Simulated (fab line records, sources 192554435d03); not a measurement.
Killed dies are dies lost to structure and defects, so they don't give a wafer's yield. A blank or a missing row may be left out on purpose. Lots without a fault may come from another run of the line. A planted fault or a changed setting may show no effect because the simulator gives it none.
fab line records | flow n5_finfet
record lots=5 wafers=14 last_day=17
route steps=1938 shown PMOS_HMC_CHANNEL_EPI@75 FIN_SAQP@90 STI_FIN_REVEAL@205 BEOL_M4@1111 PASSIVATION@1936
lots that met no fault: from a run of the same line without faults
start_h: hours from the record's first day to the start of the lot's first wafer shown | wait_h: hours since the lot's step before | " the same as in the row above | L1.1+2: a row that stands for several wafers | - no value, or no start given | * or withheld: withheld | < > ~ a bound
route shown NAME@n: a module of which the file shows steps, and the number in the route of the first | usual: mean/standard deviation of fault-free wafers | same: alike in all rows | chamber/n: place in a boat | sites: the reading at each site | _std_site: their standard deviation | _edge_site: outer sites' mean less inner sites' | radius_mm: how far each site lies from the wafer's centre | mask NAME#n: copy n | behind: the tool/chamber that last shaped the wafer | hold: why the lot was held/for how many hours/how that ended | device: the transistor (n, p or np) that didn't switch | end of line: the same wafers' tests at the end of the route | a step without rows: its recipe alone | killed: dies lost to structure and defects at the first sort, not the wafer's yield | map: a wafer's dies, x killed, . not, _ none there
set.NAME: the setting as run; set.NAME@STEP: as run at that earlier step | model.NAME: the simulator's own value behind a step, which no gauge read
lots at some steps of the route; a table a step, a row a wafer
services: from which hour (start_h, from the record's first day; less than 0 if before it) a tool's chamber was out of use, for how many hours, and why
## steps
# step N5_PMOS_HMC_CHANNEL_EPI_PRECLEAN_36
# recipe chemistry=O3/DIW time_s=45 temp_c=22 o3_ppm=10
# step N5_PMOS_HMC_CHANNEL_EPI_PRECLEAN_18
# recipe chemistry=DHF time_s=30 temp_c=25 dilution=withheld
# step N5_PMOS_HMC_CHANNEL_EPI_SRD_19
# recipe dry=ipa_marangoni do_ppb=5 time_s=30 temp_c=23 rinse_liquid=diw
# step N5_PMOS_HMC_CHANNEL_EPI_EPI_20
# recipe material=SiGe30 mask_material=SiO2 pressure_torr=20 target_thk_a=590 temp_c=600
# step N5_PMOS_HMC_CHANNEL_EPI_HM_STRIP_35
# recipe chemistry=dHF temp_c=25 material=SiO2 target=SiO2 target_depth_a=396 time_s=216
# step N5_PMOS_HMC_CHANNEL_EPI_SRD_39
# recipe dry=ipa_marangoni time_s=30 temp_c=23 rinse_liquid=diw
# step N5_PMOS_HMC_CHANNEL_EPI_CMP_21
# recipe material=SiGe30 post_cmp_clean=alkaline_brush target_thk_nm=54
# step N5_PMOS_HMC_CHANNEL_EPI_THK_MEAS_22
# recipe reads=SiGe30_of_PMOS_HMC_CHANNEL_EPI_EPI_20
# usual HMC_CMP_THK=53.0/1.4
# columns lot.wafer tool chamber start_h wait_h HMC_CMP_THK[nm]
L726.2 film_metro-02 - 39.05 - 52.6
L726.4 " - " " 52.2
L726.6 " - " " 52.5
L732.1 film_metro-02 - 74.09 - 51.7
L732.3 " - " " 52.5
L738.1 film_metro-01 - 110.32 - 53.8
L738.3 " - " " 54.7
L738.5 " - " " 50.9
L741.1 film_metro-02 - 127.72 - 52.4
L741.3 " - " " 53.3
L741.4 " - " " 54.2
L743.1 film_metro-02 - 140.35 - 51.1
L743.2 " - " " 54.6
L743.3 " - " " 50.5
# step N5_PMOS_HMC_CHANNEL_EPI_PRECLEAN_40
# recipe chemistry=DHF time_s=30 temp_c=25 dilution=withheld
# step N5_PMOS_HMC_CHANNEL_EPI_PRECLEAN_37
# recipe chemistry=O3/DIW time_s=45 temp_c=22 o3_ppm=10
# step N5_PMOS_HMC_CHANNEL_EPI_PRECLEAN_24
# recipe chemistry=DHF time_s=30 temp_c=25 dilution=withheld
# step N5_PMOS_HMC_CHANNEL_EPI_SRD_25
# recipe dry=ipa_marangoni do_ppb=5 time_s=30 temp_c=23 rinse_liquid=diw
# step N5_PMOS_HMC_CHANNEL_EPI_EPI_26
# recipe material=Si target_thk_a=38 temp_c=650 precursor=SiH4/H2 pressure_torr=20 time_s=22.7
# usual susceptor_temp_C=650.03/0.28 throttle_valve_pct=11.4/0.31
# columns lot.wafer tool chamber start_h wait_h susceptor_temp_C throttle_valve_pct model.Si_of_PMOS_HMC_CHANNEL_EPI_EPI_26.thk_nm
L726.2 epi_rpcvd-01 0 39.22 0.1 650.03 11.2 3.85
L726.4 " 0 " " 649.72 11.3 3.829
L726.6 " 0 " " 649.82 11.3 3.779
L732.1 epi_rpcvd-02 0 74.20 0.0 650.73 12.1 3.685
L732.3 " 0 " " 650.00 11.8 5.638
L738.1 epi_rpcvd-03 0 110.43 0.0 649.87 11.4 3.786
L738.3 " 0 " " 649.88 11.4 3.808
L738.5 " 0 " " 650.31 11.2 3.795
L741.1 epi_rpcvd-01 0 127.83 0.0 650.41 11.5 3.715
L741.3 " 0 " " 649.81 11.4 3.708
L741.4 " 0 " " 650.11 11.3 3.753
L743.1 epi_rpcvd-03 0 140.51 0.0 649.62 11.2 3.728
L743.2 " 0 " " 649.82 11.1 3.717
L743.3 " 0 " " 650.04 11.2 3.697
# step N5_PMOS_HMC_CHANNEL_EPI_INSPECT_30
# recipe inspect_instrument=darkfield mode=post_epi
# usual raw_defect_count=20/7
# columns lot.wafer tool chamber start_h wait_h raw_defect_count
L726.2 defect_inspect-01 - 39.63 0.0 19
L726.4 " - " " 23
L726.6 " - " " 10
L732.1 defect_inspect-02 - 74.69 0.0 15
L732.3 " - " " 21
L738.1 defect_inspect-02 - 110.80 0.0 28
L738.3 " - " " 19
L738.5 " - " " 24
L741.1 defect_inspect-01 - 128.20 0.0 20
L741.3 " - " " 13
L741.4 " - " " 26
L743.1 defect_inspect-02 - 140.88 0.0 24
L743.2 " - " " 20
L743.3 " - " " 28
# step N5_FIN_SAQP_PRECLEAN_42
# recipe chemistry=O3/DIW time_s=60 temp_c=22 o3_ppm=10
# step N5_FIN_SAQP_PRECLEAN_00
# recipe chemistry=SC1 time_s=60 temp_c=55 mix=1:2:50
# step N5_FIN_SAQP_PRECLEAN_44
# recipe chemistry=SC2 time_s=45 temp_c=35 mix=1:1:50
# step N5_FIN_SAQP_SRD_01
# recipe dry=ipa_marangoni time_s=30 temp_c=23 rinse_liquid=diw
# step N5_FIN_SAQP_ALD_61
# recipe material=SiO2 target_thk_a=40 temp_c=300 ald_precursor_family=BDEAS ald_co_reactant=O2-plasma pulse_time_s=1 purge_time_s=2 co_reactant_purge_time_s=2 ald_cycles=43 pressure_torr=2
# usual heater_power_w=460/28 precursor_pulse_height_rel=1.000/0.02 susceptor_temp_C=299.99/0.16
# columns lot.wafer tool chamber start_h wait_h heater_power_w precursor_pulse_height_rel susceptor_temp_C
L726.2 ald_sin-01 0 39.96 0.2 465 1.009 299.84
L726.4 " 2 " " 456 1.047 299.89
L726.6 " 1 " " 478 0.984 299.89
L732.1 ald_sin-04 2 74.81 0.0 467 0.974 300.11
L732.3 " 0 " " 490 0.993 299.56
L738.1 ald_sin-03 0 110.92 0.0 399 0.964 300.35
L738.3 " 3 " " 451 0.955 300.05
L738.5 " 0 " " 423 1.035 300.02
L741.1 ald_sin-04 2 128.32 0.0 461 1.006 299.96
L741.3 " 0 " " 503 1.010 300.07
L741.4 " 1 " " 475 0.993 299.85
L743.1 ald_sin-04 1 141.07 0.0 491 1.004 299.95
L743.2 " 3 " " 452 0.987 300.16
L743.3 " 0 " " 498 1.006 300.18
# step N5_FIN_SAQP_DENSIFY_62
# recipe temp_c=700 time_s=60 ambient=N2 idle_temp_c=600 ramp_up_c_per_s=150 ramp_down_c_per_s=60 cool_to_c=600
# usual lamp_power_pct=9.85/0.064 wafer_temp_C_max=703.3/0.65
# columns lot.wafer tool chamber start_h wait_h lamp_power_pct wafer_temp_C_max
L726.2 rtp_anneal-01 0 40.19 0.1 9.93 702.8
L726.4 " 0 " " 9.84 702.9
L726.6 " 0 " " 9.75 703.4
L732.1 rtp_anneal-02 0 75.04 0.1 9.88 702.9
L732.3 " 0 " " 9.88 703.9
L738.1 rtp_anneal-01 0 111.32 0.3 9.96 705.0
L738.3 " 0 " " 9.86 702.4
L738.5 " 0 " " 9.92 704.6
L741.1 rtp_anneal-01 0 128.52 0.1 9.92 703.3
L741.3 " 0 " " 9.88 704.6
L741.4 " 0 " " 9.97 702.4
L743.1 rtp_anneal-01 0 141.27 0.1 9.85 704.2
L743.2 " 0 " " 9.89 704.1
L743.3 " 0 " " 9.93 703.8
# step N5_FIN_SAQP_HM_DEP_03
# recipe material=SiNx target_thk_a=380 temp_c=400 precursor=SiH4/NH3/N2 pressure_torr=1.5 rf_w=300 time_s=33.6
# step N5_FIN_SAQP_THK_MEAS_05
# usual thk_nm=37.8/0.5
# columns lot.wafer tool chamber start_h wait_h thk_nm
L726.2 film_metro-01 - 40.46 0.1 36.8
L726.4 " - " " 38.2
L726.6 " - " " 37.9
L732.1 film_metro-02 - 75.34 0.1 37.4
L732.3 " - " " 37.6
L738.1 film_metro-01 - 111.62 0.1 37.5
L738.3 " - " " 37.9
L738.5 " - " " 38.0
L741.1 film_metro-02 - 128.84 0.1 37.4
L741.3 " - " " 37.3
L741.4 " - " " 37.9
L743.1 film_metro-01 - 141.57 0.1 37.6
L743.2 " - " " 37.6
L743.3 " - " " 38.0
# step N5_FIN_SAQP_PECVD_47
# recipe material=a-Si target_thk_a=450 temp_c=400 precursor=SiH4/He pressure_torr=3 rf_w=100 time_s=36.3
# step N5_FIN_SAQP_PECVD_48
# recipe material=SiNx target_thk_a=250 temp_c=400 precursor=SiH4/NH3/N2 pressure_torr=1.5 rf_w=300 time_s=22.1
# usual heater_power_w=824/83 showerhead_plenum_p_Torr=5.13/0.089 showerhead_vpp_V=1063/37 susceptor_temp_C=400.01/0.2 throttle_valve_pct=38.8/1.9
# columns lot.wafer tool chamber start_h wait_h heater_power_w showerhead_plenum_p_Torr showerhead_vpp_V susceptor_temp_C throttle_valve_pct
L726.2 pecvd-04 0 40.56 0.0 776 5.02 999 399.70 36.7
L726.4 " 1 " " 899 5.21 1047 399.98 37.9
L726.6 " 0 " " 776 5.02 1005 399.98 36.7
L732.1 pecvd-03 2 75.44 0.0 828 5.24 1111 399.95 36.9
L732.3 " 0 " " 924 5.04 1074 400.31 40.2
L738.1 pecvd-03 2 113.06 1.4 822 5.23 1123 399.97 37.1
L738.3 " 1 " " 718 5.02 1077 400.20 40.2
L738.5 " 1 " " 725 5.03 1050 400.25 40.1
L741.1 pecvd-03 0 128.94 0.0 889 5.03 1053 400.03 40.5
L741.3 " 0 " " 884 5.04 1070 400.14 40.6
L741.4 " 2 " " 906 5.24 1107 400.38 37.4
L743.1 pecvd-04 1 141.67 0.0 797 5.21 1044 399.93 37.9
L743.2 " 2 " " 752 5.16 1072 400.11 37.1
L743.3 " 1 " " 786 5.21 1023 400.09 38.0
# step N5_FIN_SAQP_PECVD_06
# recipe material=a-Si target_thk_a=600 temp_c=400 precursor=SiH4/He pressure_torr=3 rf_w=100 time_s=48.1
# usual heater_power_w=903/93 showerhead_plenum_p_Torr=5.66/0.066 showerhead_vpp_V=615/21 susceptor_temp_C=399.99/0.23 throttle_valve_pct=17.7/0.88
# columns lot.wafer tool chamber start_h wait_h heater_power_w showerhead_plenum_p_Torr showerhead_vpp_V susceptor_temp_C throttle_valve_pct
L726.2 pecvd-04 0 40.62 0.0 951 5.57 585 400.59 16.8
L726.4 " 1 " " 964 5.73 603 399.88 17.1
L726.6 " 0 " " 958 5.59 584 400.44 16.9
L732.1 pecvd-03 2 75.50 0.0 948 5.73 627 399.94 16.9
L732.3 " 0 " " 957 5.58 614 399.73 18.2
L738.1 pecvd-03 2 113.09 0.0 996 5.75 639 400.21 17.0
L738.3 " 1 " " 800 5.59 621 399.83 18.2
L738.5 " 1 " " 794 5.59 621 400.26 18.6
L741.1 pecvd-03 0 129.00 0.0 1027 5.59 626 399.62 18.7
L741.3 " 0 " " 1036 5.60 613 399.89 18.3
L741.4 " 2 " " 884 5.74 636 399.98 17.0
L743.1 pecvd-04 1 141.73 0.0 940 5.71 599 399.98 17.2
L743.2 " 2 " " 834 5.69 627 399.81 17.1
L743.3 " 1 " " 956 5.71 594 399.91 17.3
# step N5_FIN_SAQP_THK_MEAS_07
# usual thk_nm=60.1/0.98
# columns lot.wafer tool chamber start_h wait_h thk_nm
L726.2 film_metro-01 - 40.74 0.1 60.3
L726.4 " - " " 58.9
L726.6 " - " " 60.5
L732.1 film_metro-01 - 75.62 0.1 60.1
L732.3 " - " " 60.8
L738.1 film_metro-02 - 113.18 0.1 59.0
L738.3 " - " " 59.0
L738.5 " - " " 59.8
L741.1 film_metro-02 - 129.12 0.1 58.1
L741.3 " - " " 59.0
L741.4 " - " " 60.5
L743.1 film_metro-01 - 141.86 0.1 59.2
L743.2 " - " " 59.7
L743.3 " - " " 60.3
# step N5_FIN_SAQP_HM_DEP_72
# recipe material=SiO2 target_thk_a=120 temp_c=400 precursor=SiH4/N2O pressure_torr=0.75 rf_w=275 time_s=7.2
# step N5_FIN_SAQP_COAT_49
# recipe resist=SOC temp_c=250 time_s=60 spin_rpm=1500 resist_thk_nm=100
# step N5_FIN_SAQP_COAT_50
# recipe resist=SiARC temp_c=220 time_s=60 spin_rpm=1500 resist_thk_nm=35
# step N5_FIN_SAQP_COAT_10
# recipe resist=CAR-ArF spin_rpm=1500 resist_thk_nm=90
# step N5_FIN_SAQP_EBR_12
# recipe solvent=PGMEA ebr_width_mm=1.5
# step N5_FIN_SAQP_SOFTBAKE_11
# recipe temp_c=110 time_s=60 resist=CAR-ArF
# step N5_FIN_SAQP_EXPOSE_13
# recipe mask_id=FIN_CORE na=1.35 source_shape=dipole sigma_inner=0.538 sigma_outer=0.738 polarization=te target_cd_nm=35.6 dose_mj=63.25
# step N5_FIN_SAQP_PEB_14
# recipe peb_temp_c=withheld peb_time_s=60 resist=CAR-ArF
# step N5_FIN_SAQP_DEVELOP_15
# recipe develop_time_s=30 developer=TMAH resist=CAR-ArF dev_temp_c=23 rinse_liquid=diw dry=air_spin
# step N5_FIN_SAQP_CD_MEAS_16
# recipe target_cd_nm=35.6 landing_energy_ev=500 detector=se_inlens
# usual cd_nm=35.5/0.35
# columns lot.wafer tool chamber start_h wait_h cd_nm
L726.2 cd_sem-03 0 41.10 - 35.9
L726.4 " 0 " " 35.8
L726.6 " 0 " " 36.2
L732.1 cd_sem-01 0 75.98 - 35.8
L732.3 " 0 " " 36.2
L738.1 cd_sem-01 0 113.54 - 35.5
L738.3 " 0 " " 35.9
L738.5 " 0 " " 35.7
L741.1 cd_sem-01 0 129.47 - 35.4
L741.3 " 0 " " 35.2
L741.4 " 0 " " 36.2
L743.1 cd_sem-03 0 142.36 - 35.4
L743.2 " 0 " " 35.4
L743.3 " 0 " " 36.1
# step N5_FIN_SAQP_OVL_MEAS_17
# recipe points_per_wafer=44
# usual FIN_CORE_OVL=-0.4/0.71
# columns lot.wafer tool chamber start_h wait_h FIN_CORE_OVL[nm]
L726.2 overlay-01 0 41.14 0.0 -0.2
L726.4 " 0 " " -0.6
L726.6 " 0 " " -0.7
L732.1 overlay-02 0 76.02 0.0 0.8
L732.3 " 0 " " 0.7
L738.1 overlay-02 0 113.58 0.0 0.0
L738.3 " 0 " " 0.4
L738.5 " 0 " " 0.3
L741.1 overlay-02 0 129.51 0.0 -1.5
L741.3 " 0 " " -0.8
L741.4 " 0 " " -1.5
L743.1 overlay-02 0 142.40 0.0 0.0
L743.2 " 0 " " -0.4
L743.3 " 0 " " 0.0
# step N5_FIN_SAQP_INSPECT_18
# recipe mode=adi inspect_instrument=brightfield
# usual raw_defect_count=434/110
# columns lot.wafer tool chamber start_h wait_h raw_defect_count
L726.2 defect_inspect-02 - 41.16 0.0 493
L726.4 " - " " 650
L726.6 " - " " 530
L732.1 defect_inspect-02 - 76.04 0.0 305
L732.3 " - " " 313
L738.1 defect_inspect-01 - 113.61 0.0 504
L738.3 " - " " 434
L738.5 " - " " 319
L741.1 defect_inspect-02 - 129.54 0.0 698
L741.3 " - " " 625
L741.4 " - " " 593
L743.1 defect_inspect-02 - 142.42 0.0 436
L743.2 " - " " 360
L743.3 " - " " 346
# step N5_FIN_SAQP_DESCUM_21
# recipe chemistry=O2 time_s=7.9 source_power_w=50 bias_power_w=20 pressure_mtorr=20 rf_frequency_hz=2.712e+07 temp_c=40 resist=CAR-ArF o2_flow_sccm=225
# step N5_FIN_SAQP_ETCH_51
# recipe chemistry=CF4 target=SiARC target_depth_a=455 mask_material=CAR-ArF time_s=75.8 ion_energy_ev=80 pressure_mtorr=40 source_w=545 bias_w=36 Ar_flow_sccm=100 cf4_flow_sccm=100 ends=cleared
# usual chamber_pressure_mTorr=40.00/0.04 drypump_motor_current_A=5.7/0.33 etch_rf_on_time_s=74.4/2.1 oes_product_au=0.67/0.076 rf_vpp_V=184.1/1.2 showerhead_plenum_p_Torr=2.14/0.073 throttle_valve_pct=15.70/0.28
# columns lot.wafer tool chamber start_h wait_h chamber_pressure_mTorr drypump_motor_current_A etch_rf_on_time_s oes_product_au rf_hours_counter_h rf_vpp_V showerhead_plenum_p_Torr throttle_valve_pct
L726.2 rie_diel-03 1 41.23 0.0 39.96 5.4 72.4 0.65 168 183.0 2.06 15.82
L726.4 " 0 " " 40.00 5.5 72.1 0.65 145 187.0 2.22 15.92
L726.6 " 3 " " 40.04 5.6 71.3 0.80 - 185.6 2.19 15.37
L732.1 rie_diel-01 1 76.11 0.0 40.07 6.0 76.9 0.71 67 186.3 2.24 15.32
L732.3 " 3 " " 40.02 5.1 75.8 0.57 226 182.4 2.02 15.76
L738.1 rie_diel-01 2 113.68 0.0 40.06 6.2 79.0 0.58 244 182.9 2.20 15.95
L738.3 " 3 " " 40.01 5.1 75.9 0.57 238 183.2 2.02 15.77
L738.5 " 3 " " 39.96 5.1 75.7 0.57 - 183.5 2.02 15.75
L741.1 rie_diel-01 3 129.64 0.0 39.96 5.1 74.8 0.57 241 182.9 2.02 15.77
L741.3 " 1 " " 40.03 5.9 77.1 0.70 83 186.9 2.23 15.32
L741.4 " 2 " " 40.05 6.2 78.4 0.58 247 184.1 2.20 15.94
L743.1 rie_diel-05 3 142.49 0.0 39.98 5.3 71.1 0.84 4 183.2 2.10 15.73
L743.2 " 2 " " 39.96 5.9 71.9 0.82 15 186.2 2.11 15.84
L743.3 " 0 " " 40.09 5.8 75.6 0.64 178 182.5 2.11 15.54
# step N5_FIN_SAQP_ETCH_52
# recipe chemistry=N2/H2 target=SOC target_depth_a=1000 overetch_a=200 mask_material=SiARC temp_c=40 time_s=150 ion_energy_ev=200 pressure_mtorr=30 source_w=840 bias_w=150 n2_flow_sccm=200 h2_flow_sccm=200 ends=end_point
# step N5_STI_FIN_REVEAL_CLEAN_19
# recipe chemistry=O3/DIW temp_c=25 time_s=120 o3_ppm=10
# usual o3_ppm=9.99/0.095
# columns lot.wafer tool chamber start_h wait_h o3_ppm model.Si_of_PMOS_HMC_CHANNEL_EPI_EPI_26.thk_nm
L726.2 wet_bench-05 0 57.68 0.1 9.80 2.6
L726.4 " 6 " " 9.77 2.4
L726.6 " 4 " " 10.07 2.4
L732.1 wet_bench-05 6 90.52 0.1 10.06 2.4
L732.3 " 2 " " 10.04 4.2
L738.1 wet_bench-01 6 132.32 0.1 10.09 2.4
L738.3 " 5 " " 9.90 2.4
L738.5 " 3 " " 10.02 2.4
L741.1 wet_bench-01 0 146.39 0.1 10.20 2.4
L741.3 " 2 " " 10.04 2.4
L741.4 " 7 " " 10.01 2.4
L743.1 wet_bench-03 2 157.86 0.1 9.98 2.4
L743.2 " 6 " " 9.96 2.4
L743.3 " 1 " " 9.99 2.4
# step N5_BEOL_M4_RC_MEAS_101
# usual DIBL_N=35.4/2.1 DIBL_P=34.8/2.6 IOFF_N=0.15/0.037 IOFF_P=0.19/0.037 ION_N=677/16 ION_P=462/9.3 SS_N=71.4/0.75 SS_P=72.9/0.77 VT_N=250/3.7 VT_P=-251/3.5
# columns lot.wafer tool chamber start_h wait_h DIBL_N[mV/V] DIBL_P[mV/V] IOFF_N[nA/um] IOFF_P[nA/um] ION_N[uA/um] ION_P[uA/um] SS_N[mV/dec] SS_P[mV/dec] VT_N[mV] VT_P[mV]
L726.2 prober-02 0 198.60 0.3 38.4 39.8 0.20 0.25 699 473 72.0 73.6 247 -249
L726.4 " 0 " " 33.5 34.8 0.13 0.17 679 465 70.9 72.8 254 -252
L726.6 " 0 " " 31.5 30.8 0.09 0.12 658 453 69.6 71.7 254 -258
L732.1 prober-01 0 230.41 0.0 36.5 38.0 0.17 0.20 672 455 71.6 73.8 247 -252
L732.3 " 0 " " 30.3 30.1 0.09 0.11 654 449 70.0 71.5 255 -260
L738.1 prober-02 0 260.65 0.0 36.6 35.0 0.14 0.18 642 445 71.3 73.3 252 -255
L738.3 " 0 " " 35.0 32.9 0.11 0.13 649 440 71.7 71.8 257 -259
L738.5 " 0 " " 38.2 37.5 0.18 0.20 656 450 72.4 73.2 252 -254
L741.1 prober-01 0 283.59 0.0 34.0 34.2 0.12 0.17 682 463 71.2 73.4 255 -253
L741.3 " 0 " " 36.5 36.7 0.16 0.20 683 460 70.8 73.9 249 -251
L741.4 " 0 " " 32.3 32.6 0.11 0.16 661 461 70.5 72.2 256 -252
L743.1 prober-01 0 302.88 0.0 36.3 34.1 0.13 0.14 659 445 71.5 73.1 256 -257
L743.2 " 0 " " 38.0 37.4 0.18 0.20 696 467 71.8 74.3 247 -252
L743.3 " 0 " " 38.2 38.1 0.19 0.21 704 475 71.7 75.0 247 -253
# step N5_PASSIVATION_PROBE_49
# usual defect_limited_yield=90.5/1.7 killed_at_M0_to_M3=37/12 killed_at_M4_up=14/5.2 killed_at_contacts=12/5.9 killed_at_front_end=45/14 killed_at_other=3.5/2.8 killed_dies=112/21 killed_open=73/15 killed_short=36/8.9 sort_bin_5_function=5.6/1.2 sort_bin_6_memory=3.5/0.68 sort_bin_8_speed=0.01/0.1 sort_n_pass=1068/21 sort_yield_pct=90.5/1.8
# same gross_dies=1180 killed_at_back_side=0 sort_bin_4_leakage[%]=0
# columns lot.wafer tool chamber start_h wait_h defect_limited_yield[%] killed_at_M0_to_M3 killed_at_M4_up killed_at_contacts killed_at_front_end killed_at_other killed_dies killed_open killed_short sort_bin_5_function[%] sort_bin_6_memory[%] sort_bin_8_speed[%] sort_n_pass sort_yield_pct[%]
L732.1 prober-01 - 342.61 0.0 91.1 26 15 9 53 2 105 63 42 4.6 3.6 0 1075 91.1
L732.3 prober-01 - 342.71 0.1 92.0 27 8 17 42 0 94 59 34 4.5 2.9 0 1086 92.0
L738.5 prober-02 - 375.06 0.2 85.4 74 19 33 44 2 172 111 60 9.2 4.8 0 1008 85.4
L741.1 prober-01 - 391.45 0.0 88.1 47 12 12 65 5 141 93 45 7.2 4.5 0 1039 88.1
L741.3 prober-01 - 391.55 0.1 89.3 45 13 15 51 2 126 92 30 6.4 4.2 0 1054 89.3
L741.4 prober-01 - 391.60 0.2 87.9 52 13 10 60 8 143 102 38 7.0 4.7 0 1037 87.9
L743.1 prober-01 - 401.99 0.0 90.1 37 19 16 43 2 117 71 40 5.9 3.7 0 1063 90.1
L743.2 prober-01 - 402.04 0.1 91.9 30 13 18 34 1 96 62 28 4.8 3.1 0 1084 91.9
L743.3 prober-01 - 402.09 0.1 91.5 23 19 15 41 2 100 62 37 4.7 3.6 0 1080 91.5
# killed by level:class
L732.1 FIN_SAQP:geometric_particle:open=19 FIN_SAQP:geometric_particle:short=14 MOL_CONTACT_COAG:geometric_particle:open=6 BEOL_M1:geometric_particle:open=5 SPACER0:geometric_particle:short=4 BEOL_M0_SAQP:geometric_particle:short=4 BEOL_M7:geometric_particle:open=4 GATE_CUT:geometric_particle:short=3
L732.3 MOL_CONTACT_COAG:geometric_particle:open=12 FIN_SAQP:geometric_particle:short=9 STI_FIN_REVEAL:geometric_particle:open=8 BEOL_M0_SAQP:geometric_particle:short=7 FIN_SAQP:geometric_particle:open=6 BEOL_M3:geometric_particle:open=6 BEOL_M0_SAQP:geometric_particle:open=5 MOL_CONTACT_COAG:geometric_particle:short=5
L738.5 MOL_CONTACT_COAG:geometric_particle:open=23 BEOL_M0_SAQP:geometric_particle:short=20 BEOL_M1:geometric_particle:open=16 BEOL_M3:geometric_particle:open=15 BEOL_M0_SAQP:geometric_particle:open=14 FIN_SAQP:geometric_particle:short=13 FIN_SAQP:geometric_particle:open=10 MOL_CONTACT_COAG:geometric_particle:short=10
L741.1 STI_FIN_REVEAL:geometric_particle:open=28 STI_FIN_REVEAL:geometric_particle:short=11 MOL_CONTACT_COAG:geometric_particle:open=9 BEOL_M3:geometric_particle:open=9 BEOL_M2:geometric_particle:open=8 FIN_SAQP:geometric_particle:short=8 BEOL_M0_SAQP:geometric_particle:open=8 BEOL_M0_SAQP:geometric_particle:short=7
L741.3 STI_FIN_REVEAL:geometric_particle:open=22 MOL_CONTACT_COAG:geometric_particle:open=12 BEOL_M3:geometric_particle:open=11 BEOL_M0_SAQP:geometric_particle:open=10 BEOL_M0_SAQP:geometric_particle:short=9 DUMMY_GATE:geometric_particle:open=5 BEOL_M0:geometric_particle:open=5 BEOL_M2:geometric_particle:open=5
L741.4 STI_FIN_REVEAL:geometric_particle:open=23 FIN_SAQP:geometric_particle:open=11 BEOL_M3:geometric_particle:open=10 BEOL_M0_SAQP:geometric_particle:short=10 MOL_CONTACT_COAG:geometric_particle:open=9 BEOL_M0_SAQP:geometric_particle:open=9 BEOL_M2:geometric_particle:open=7 BEOL_M4:geometric_particle:open=7
L743.1 MOL_CONTACT_COAG:geometric_particle:open=14 BEOL_M1:geometric_particle:open=8 GATE_CUT:geometric_particle:short=7 BEOL_M0:geometric_particle:open=7 FIN_SAQP:geometric_particle:short=5 STI_FIN_REVEAL:geometric_particle:open=5 BEOL_M2:geometric_particle:open=5 BEOL_M3:geometric_particle:open=5
L743.2 BEOL_M3:geometric_particle:open=11 MOL_CONTACT_COAG:geometric_particle:open=10 MOL_CONTACT_COAG:geometric_particle:short=7 STARTING-WAFER:geometric_particle:short=6 FIN_SAQP:geometric_particle:short=5 BEOL_M0_SAQP:geometric_particle:open=5 BEOL_M1:geometric_particle:open=5 BEOL_M5:geometric_particle:open=5
L743.3 STI_FIN_REVEAL:geometric_particle:open=10 MOL_CONTACT_COAG:geometric_particle:open=10 FIN_SAQP:geometric_particle:open=7 GATE_CUT:geometric_particle:short=7 BEOL_M0:geometric_particle:open=6 MOL_CONTACT_COAG:geometric_particle:short=5 DUMMY_GATE:geometric_particle:open=4 BEOL_M0_SAQP:geometric_particle:short=4
## services
# columns tool chamber start_h hours kind
rie_diel-03 2 17.48 1.4 repair
pecvd-03 - 32.50 1.1 repair
rie_diel-03 - 33.78 0.2 repair
epi_rpcvd-03 - 34.83 6.0 pm
pecvd-03 - 43.01 0.8 repair
wet_bench-05 - 43.22 6.9 repair
ald_sin-01 - 47.66 0.5 repair
rie_diel-03 1 52.70 4.1 repair
ald_sin-04 1 59.41 3.4 repair
rie_diel-03 2 60.98 1.8 repair
pecvd-03 1 63.29 16.5 scheduled_down
epi_rpcvd-01 - 67.95 8.1 pm
epi_rpcvd-01 - 77.84 0.6 repair
ald_sin-01 - 85.30 14.0 pm
rie_diel-01 - 87.14 1.0 repair
ald_sin-03 1 94.06 38.2 repair
rtp_anneal-01 - 95.01 1.2 pm
ald_sin-01 1 103.98 88.0 repair
epi_rpcvd-02 - 113.99 1.2 repair
epi_rpcvd-01 - 118.65 2.8 pm
pecvd-04 0 136.78 13.9 repair
rie_diel-01 - 141.22 1.0 repair
rie_diel-05 - 143.37 14.6 pm
rie_diel-03 3 149.91 2.5 repair
## key
first_sign none at tools or gauges
model_effect step=N5_PMOS_HMC_CHANNEL_EPI_EPI_26 value=Si_of_PMOS_HMC_CHANNEL_EPI_EPI_26.thk_nm without=3.757 struck=5.638
model_effect step=N5_STI_FIN_REVEAL_CLEAN_19 value=Si_of_PMOS_HMC_CHANNEL_EPI_EPI_26.thk_nm without=2.4 struck=4.2
met_at N5_PMOS_HMC_CHANNEL_EPI_EPI_26
struck_wafers L732.3
fault kind=process_parameter_drift tool=epi_rpcvd-02 chamber=- onset_h=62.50 steps=N5_PMOS_HMC_CHANNEL_EPI_EPI_26 channel=time_s offset=* shape=step end_h=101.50 scope=struck_wafers_only acts_in=* stated=*
